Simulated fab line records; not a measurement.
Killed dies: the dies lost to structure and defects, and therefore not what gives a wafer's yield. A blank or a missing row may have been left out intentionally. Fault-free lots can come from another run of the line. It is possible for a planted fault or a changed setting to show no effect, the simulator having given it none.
Which of the tools did it? | flow nand-harc | 15 lots with 43 wafers sampled at 5 steps, on a route of 1302 steps

## WHAT THE GAUGES SHOWED, per wafer
NHARC_A_ONON_D1_THK_MEAS_08: measures by ellipsometry.
lot  | measured     | on            | thk-nm (nm)
L701 | day 7 17:05  | film-metro-01 | 1002 1000 1001
L703 | day 8 14:28  | film-metro-02 | 1000 1000 1001
L704 | day 9 00:08  | film-metro-01 | 1013 1015 1014
L705 | day 9 13:53  | film-metro-02 | 996 995 999
L706 | day 10 02:02 | film-metro-02 | 998 1001 998
L708 | day 10 15:52 | film-metro-01 | 999 999 1000
L707 | day 10 15:53 | film-metro-01 | 1009 1006 1007
L711 | day 11 20:21 | film-metro-02 | 987 987 985
L712 | day 12 10:24 | film-metro-02 | 1002 1001 1001
L715 | day 14 03:29 | film-metro-01 | 1002 1001
L718 | day 14 16:27 | film-metro-02 | 1014 1011
L719 | day 15 09:40 | film-metro-01 | 1009 1010 1008
L721 | day 16 04:39 | film-metro-02 | 1002 1003 1002
L723 | day 16 21:06 | film-metro-01 | 1017 1015 1016
L724 | day 17 03:49 | film-metro-01 | 995 994 994

NHARC_A_ONON_D1_THK_MEAS_14: measures by ellipsometry.
lot  | measured     | on            | thk-nm (nm)
L701 | day 7 18:13  | film-metro-01 | 987 985 988
L703 | day 8 15:36  | film-metro-01 | 1007 1006 1007
L704 | day 9 01:16  | film-metro-02 | 994 995 996
L705 | day 9 15:03  | film-metro-01 | 1020 1018 1020
L706 | day 10 03:10 | film-metro-01 | 993 992 993
L708 | day 10 16:59 | film-metro-02 | 1017 1018 1016
L707 | day 10 17:01 | film-metro-01 | 989 990 991
L711 | day 11 21:28 | film-metro-01 | 1000 1001 1002
L712 | day 12 11:31 | film-metro-02 | 1006 1008 1010
L715 | day 14 04:37 | film-metro-01 | 786 999
L718 | day 14 17:35 | film-metro-02 | 804 1015
L719 | day 15 10:47 | film-metro-02 | 978 976 767
L721 | day 16 05:47 | film-metro-01 | 993 995 995
L723 | day 16 22:13 | film-metro-01 | 1009 1007 1008
L724 | day 17 04:56 | film-metro-01 | 1011 1012 1012

NHARC_END_SORT_01.
lot  | measured     | on        | killed-at-array | killed-at-other | killed-at-periphery | killed-dies | killed-open | killed-short
L719 | day 32 01:13 | prober-01 | 93 100 676      | 2 0 0           | 5 1 1               | 100 101 677 | 6 6 2       | 1 6 0

## EACH LOT AND THE TOOL THAT RAN IT (in order: tool; ch and the chambers of the sampled wafers; start)
lot  | NHARC_A_ONON_D1_DEP_12           | NHARC_A_CHANNEL_HOLE_D1_DEP_00
L701 | pecvd-onon-01 ch 0, day 7 17:49  | acl-dep-01 ch 0, day 8 08:52
L703 | pecvd-onon-01 ch 0, day 8 15:08  | acl-dep-03 ch 0, day 9 09:22
L704 | pecvd-onon-01 ch 0, day 9 00:49  | acl-dep-03 ch 0, day 9 14:59
L705 | pecvd-onon-02 ch 0, day 9 14:31  | acl-dep-03 ch 0, day 10 02:18
L706 | pecvd-onon-01 ch 0, day 10 02:40 | acl-dep-02 ch 0, day 10 14:52
L708 | pecvd-onon-01 ch 0, day 10 16:32 | acl-dep-01 ch 0, day 11 11:40
L707 | pecvd-onon-02 ch 0, day 10 16:34 | acl-dep-03 ch 0, day 11 11:25
L711 | pecvd-onon-02 ch 0, day 11 20:58 | acl-dep-03 ch 0, day 12 07:40
L712 | pecvd-onon-02 ch 0, day 12 11:04 | acl-dep-02 ch 0, day 12 23:19
L715 | pecvd-onon-03 ch 0, day 14 04:13 | acl-dep-02 ch 0, day 14 22:14
L718 | pecvd-onon-03 ch 0, day 14 17:15 | acl-dep-01 ch 0, day 15 08:49
L719 | pecvd-onon-03 ch 0, day 15 10:17 | acl-dep-03 ch 0, day 16 00:58
L721 | pecvd-onon-02 ch 0, day 16 05:16 | acl-dep-02 ch 0, day 16 23:47
L723 | pecvd-onon-01 ch 0, day 16 21:43 | acl-dep-02 ch 0, day 17 10:59
L724 | pecvd-onon-01 ch 0, day 17 04:26 | acl-dep-01 ch 0, day 17 19:04
- NHARC_A_ONON_D1_DEP_12: target thk 1000 nm.
- NHARC_A_CHANNEL_HOLE_D1_DEP_00: deposits aC, target thk 3100 nm.

## AS READ BY THE TOOLS THEMSELVES (means over the sampled wafers that have a number; for cases with no such wafer, the mark the record gives instead)
NHARC_A_ONON_D1_DEP_12.
lot  | tool          | nh3-flow-sccm (sccm)
L701 | pecvd-onon-01 | 498.8
L703 | pecvd-onon-01 | 500.4
L704 | pecvd-onon-01 | 499.9
L705 | pecvd-onon-02 | 497.8
L706 | pecvd-onon-01 | 501.6
L708 | pecvd-onon-01 | 498.8
L707 | pecvd-onon-02 | 499.6
L711 | pecvd-onon-02 | 500.8
L712 | pecvd-onon-02 | 499.9
L715 | pecvd-onon-03 | 498.8
L718 | pecvd-onon-03 | 500.4
L719 | pecvd-onon-03 | 499.6
L721 | pecvd-onon-02 | 498.4
L723 | pecvd-onon-01 | 500.9
L724 | pecvd-onon-01 | 498.4

NHARC_A_CHANNEL_HOLE_D1_DEP_00.
lot  | tool       | throttle-valve-pct (%)
L701 | acl-dep-01 | 35.000
L703 | acl-dep-03 | 35.004
L704 | acl-dep-03 | 35.004
L705 | acl-dep-03 | 35.001
L706 | acl-dep-02 | 34.999
L708 | acl-dep-01 | 35.006
L707 | acl-dep-03 | 34.995
L711 | acl-dep-03 | 35.006
L712 | acl-dep-02 | 35.004
L715 | acl-dep-02 | 35.000
L718 | acl-dep-01 | 35.007
L719 | acl-dep-03 | 35.005
L721 | acl-dep-02 | 35.000
L723 | acl-dep-02 | 35.006
L724 | acl-dep-01 | 34.988

## THE ANSWER, worked out from the rows above alone
Rule: the usual values come from the lots themselves. Put in order of their means at a reading, lots are off if they are a third of the lots or fewer, leave a main group of 4 or more, and stand apart from it by a gap of 3 or more times the standard deviation of the main group's means; of several such gaps the widest counts. A main group whose means are all the same, to the digits that the tables above print for the reading, isn't used. Also off: a lot with no number at a reading for which 4 or more lots have one. The other lots that the step has rows for count as sound. After the gauges, taken in route order, come the tools' own readings; for these a lot's mean is taken, as printed above. The first step at which some lot is off is used, and at that step the reading that is off furthest; a lot without a number counts as furthest.
Off at NHARC_A_ONON_D1_THK_MEAS_14 (thk-nm): L715, L718, L719. Main group: mean 1003 nm, sd 10.
If a tool, at a process step before that reading, ran all the lots that are off and no sound lot after the first of them, it fits. Those tools and the gauges at NHARC_A_ONON_D1_THK_MEAS_14 are tried in the same way. One fits: pecvd-onon-03 at NHARC_A_ONON_D1_DEP_12. It ran no sound lot before its first lot that is off in this sample, so the start can't be narrowed down.

## WHAT THE SIMULATOR HAD PUT IN
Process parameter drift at NHARC_A_ONON_D1_DEP_12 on pecvd-onon-03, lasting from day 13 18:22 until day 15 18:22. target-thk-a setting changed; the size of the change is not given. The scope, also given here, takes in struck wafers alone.
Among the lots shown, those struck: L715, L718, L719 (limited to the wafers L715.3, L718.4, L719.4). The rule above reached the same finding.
